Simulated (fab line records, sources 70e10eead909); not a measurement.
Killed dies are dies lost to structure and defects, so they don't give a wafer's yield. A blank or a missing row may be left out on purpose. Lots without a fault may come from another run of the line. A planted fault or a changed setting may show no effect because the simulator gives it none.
One fault seen from 2 desks | flow nand_harc | each desk has only its own numbers; what lay behind them comes last

THE DEFECT DESK
What the inspections along the route counted, lot by lot: means of the sampled wafers that have a number. A lot is out of limits, marked OUT, if its mean lies more than 4 standard deviations from the usual mean; the brackets give that distance.
Columns: A = raw_defect_count at NHARC_A_START_INSPECT_01, usual 3.3
lot  | first seen here | A
L178 | day 6 23:29     | 2.0
L179 | day 7 00:20     | 1.3
L180 | day 7 06:25     | 2.7
L181 | day 7 18:44     | 3.3
L182 | day 8 00:16     | 3.7
L185 | day 8 12:31     | 2.7
L186 | day 9 00:14     | 2.3
L191 | day 9 19:01     | 2.7
L193 | day 10 13:17    | 4.0
L192 | day 10 14:08    | 4.0
L195 | day 11 05:38    | 3.0
L198 | day 11 20:13    | 3.3
L200 | day 11 23:39    | 2.0
L199 | day 12 04:23    | 3.0
This desk's finding: nothing out of limits on any of the 14 lots.

THE METROLOGY DESK
What the gauges read, lot by lot, whatever tool the lot ran on: means of the sampled wafers that have a number. A lot is out of limits, marked OUT, if its mean lies more than 4 standard deviations from the usual mean; the brackets give that distance.
Columns: A = thk_nm at NHARC_A_ONON_D1_THK_MEAS_08, usual 996 nm; B = thk_nm at NHARC_A_ONON_D1_THK_MEAS_11, usual 1001 nm
lot  | first seen here | A    | B
L178 | day 8 05:42     | 990  | 992
L180 | day 8 05:51     | 993  | 988
L179 | day 8 06:04     | 1011 | 999
L181 | day 8 19:38     | 982  | 1010
L182 | day 9 03:16     | 1006 | 994
L185 | day 9 15:29     | 1000 | 1549 (+58) OUT
L186 | day 10 00:59    | 998  | 1526 (+56) OUT
L191 | day 10 19:45    | 1006 | 1012
L192 | day 11 12:26    | 978  | 1001
L193 | day 11 12:26    | 1005 | 1003
L195 | day 12 05:09    | 992  | 1012
L198 | day 12 23:30    | 994  | 1010
L200 | day 12 23:31    | 1008 | 996
L199 | day 13 05:13    | 989  | 1003
This desk's finding: out of limits on L185, L186; first on L185, day 9 16:11 (thk_nm at NHARC_A_ONON_D1_THK_MEAS_11). In limits: L178, L180, L179, L181, L182, L191, L192, L193, L195, L198, L200, L199.

PUT TOGETHER
The metrology desk could have raised an alarm at day 9 16:11, on L185, L186.
The defect desk saw nothing out of limits.
The defect desk has L185, L186 on record, within its limits.
Of the lots named, all ran NHARC_A_ONON_D1_DEP_09 on pecvd_onon-02.

WHAT THE SIMULATOR HAD PUT IN
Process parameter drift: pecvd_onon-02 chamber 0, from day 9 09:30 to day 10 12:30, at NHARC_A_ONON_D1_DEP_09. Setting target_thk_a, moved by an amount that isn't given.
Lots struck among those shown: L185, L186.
Hours from the fault's start to each desk's first reading out of limits: the metrology desk, 7.
